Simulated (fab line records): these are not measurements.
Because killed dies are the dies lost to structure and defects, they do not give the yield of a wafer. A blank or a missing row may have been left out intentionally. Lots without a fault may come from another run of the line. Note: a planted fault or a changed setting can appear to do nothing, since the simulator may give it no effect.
Matching of chambers | flow n5Finfet | 3 sister chambers for N5_BEOL_M0_SAQP_DESCUM_45 on rieDiel-04
The step chemistry O2, time 7 s. 6 wafers are shown with their chamber, then 8 later ones without.

== WAFERS WITH THEIR CHAMBER ==
wafer  | chamber | showerheadPlenumPTorr (Torr) | throttleValvePct (%)
L086.1 | 1       | 2.05                         | 20.60
L086.3 | 0       | 1.99                         | 20.89
L086.6 | 3       | 2.13                         | 20.15
L087.1 | 1       | 2.05                         | 20.59
L087.3 | 3       | 2.13                         | 20.15
L087.6 | 0       | 1.98                         | 20.90

== WAFERS WITH NO CHAMBER GIVEN ==
wafer  | showerheadPlenumPTorr (Torr) | throttleValvePct (%)
L090.1 | 2.12                         | 20.16
L090.4 | 2.05                         | 20.60
L090.5 | 1.98                         | 20.90
L094.1 | 2.12                         | 20.17
L094.2 | 2.04                         | 20.63
L094.5 | 2.05                         | 20.62
L095.3 | 2.12                         | 20.19
L095.4 | 2.04                         | 20.62

== EACH ONE'S CHAMBER ==
wafer  | from the rows above | in truth
L090.1 | 3                   | 3
L090.4 | 1                   | 1
L090.5 | 0                   | 0
L094.1 | 3                   | 3
L094.2 | 1                   | 1
L094.5 | 1                   | 1
L095.3 | 3                   | 3
L095.4 | 1                   | 1
8 of 8 placed correctly. Not placeable from these rows: 0. 0 placed wrongly.
How it was worked out, from the rows above alone: a wafer's distance from a chamber is the root of the sum, over the readings, of the square of ((its reading less the chamber's mean) divided by the reading's scatter). If the next closest chamber is less than 2 further off than the closest, the wafer can't be placed; otherwise it belongs to the closest. Each chamber's mean is taken over the wafers shown for it. How the scatter is found: for the shown wafers, subtract from each reading the mean of its chamber, square and add these, divide the total by (wafers less chambers), then take the root.
